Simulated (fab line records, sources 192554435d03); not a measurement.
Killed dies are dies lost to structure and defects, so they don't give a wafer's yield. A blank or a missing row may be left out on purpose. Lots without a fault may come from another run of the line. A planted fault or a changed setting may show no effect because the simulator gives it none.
Chamber matching | flow n5_finfet | N5_GATE_CUT_DESCUM_18 on rie_diel-01: 4 sister chambers
The step chemistry O2, time 7 s. 22 wafers are shown with their chamber, then 11 later ones without.

WAFERS WITH THEIR CHAMBER
wafer  | chamber | showerhead_plenum_p_Torr (Torr) | throttle_valve_pct (%) | oes_product_au (a.u.)
L076.2 | 1       | 2.07                            | 20.53                  | 0.98
L076.3 | 3       | 2.07                            | 20.29                  | 0.74
L076.4 | 2       | 2.17                            | 20.50                  | 0.73
L077.2 | 2       | 2.17                            | 20.51                  | 0.74
L077.5 | 1       | 2.07                            | 20.50                  | 0.97
L077.6 | 2       | 2.17                            | 20.50                  | 0.73
L078.1 | 0       | 2.11                            | 20.30                  | 0.70
L078.4 | 3       | 2.07                            | 20.30                  | 0.73
L078.5 | 3       | 2.07                            | 20.30                  | 0.73
L080.1 | 2       | 2.17                            | 20.52                  | 0.73
L080.3 | 0       | 2.11                            | 20.30                  | 0.68
L080.4 | 3       | 2.06                            | 20.30                  | 0.72
L081.2 | 2       | 2.17                            | 20.50                  | 0.73
L081.3 | 3       | 2.06                            | 20.30                  | 0.73
L081.5 | 2       | 2.17                            | 20.52                  | 0.71
L084.2 | 2       | 2.17                            | 20.53                  | 0.72
L084.4 | 3       | 2.06                            | 20.32                  | 0.72
L084.6 | 1       | 2.06                            | 20.54                  | 0.93
L085.1 | 1       | 2.06                            | 20.55                  | 0.93
L085.2 | 3       | 2.06                            | 20.33                  | 0.72
L085.6 | 2       | 2.17                            | 20.52                  | 0.72
L087.2 | 3       | 2.06                            | 20.33                  | 0.72

SIGNATURES (means of the wafers above)
reading                  | chamber 0 | chamber 1 | chamber 2 | chamber 3 | scatter within a chamber
showerhead_plenum_p_Torr | 2.1100    | 2.0650    | 2.1700    | 2.0637    | 0.004
throttle_valve_pct       | 20.3000   | 20.5300   | 20.5125   | 20.3087   | 0.015
oes_product_au           | 0.6900    | 0.9525    | 0.7262    | 0.7262    | 0.0134
Rule: a wafer's distance from a chamber is the root of the sum, over the readings, of the square of ((its reading less the chamber's mean) divided by the reading's scatter). The wafer belongs to the nearest chamber; if the next one is less than 2 further off, it can't be placed. The scatter: the root of (the sum of the squares of (reading less its chamber's mean) over the shown wafers, divided by (wafers less chambers)).

WAFERS WITHOUT THEIR CHAMBER
wafer  | showerhead_plenum_p_Torr (Torr) | throttle_valve_pct (%) | oes_product_au (a.u.)
L087.3 | 2.16                            | 20.54                  | 0.72
L087.6 | 2.10                            | 19.86                  | 0.97
L089.2 | 2.10                            | 19.86                  | 0.97
L089.4 | 2.16                            | 20.54                  | 0.72
L089.6 | 2.06                            | 20.56                  | 0.91
L093.1 | 2.05                            | 20.34                  | 0.71
L093.5 | 2.06                            | 20.34                  | 0.71
L093.6 | 2.16                            | 20.54                  | 0.71
L096.4 | 2.10                            | 19.89                  | 0.93
L096.5 | 2.05                            | 20.36                  | 0.71
L096.6 | 2.16                            | 20.57                  | 0.70

WHICH CHAMBER EACH WENT THROUGH
wafer  | from the rows above     | in truth
L087.3 | 2                       | 2
L087.6 | can't be placed: 0 or 3 | 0
L089.2 | can't be placed: 0 or 3 | 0
L089.4 | 2                       | 2
L089.6 | 1                       | 1
L093.1 | 3                       | 3
L093.5 | 3                       | 3
L093.6 | 2                       | 2
L096.4 | can't be placed: 0 or 3 | 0
L096.5 | 3                       | 3
L096.6 | 2                       | 2
Placed correctly: 8 of 11. Can't be placed from these rows: 3 (the true chamber is among the candidates in 3). Placed wrongly: 0.
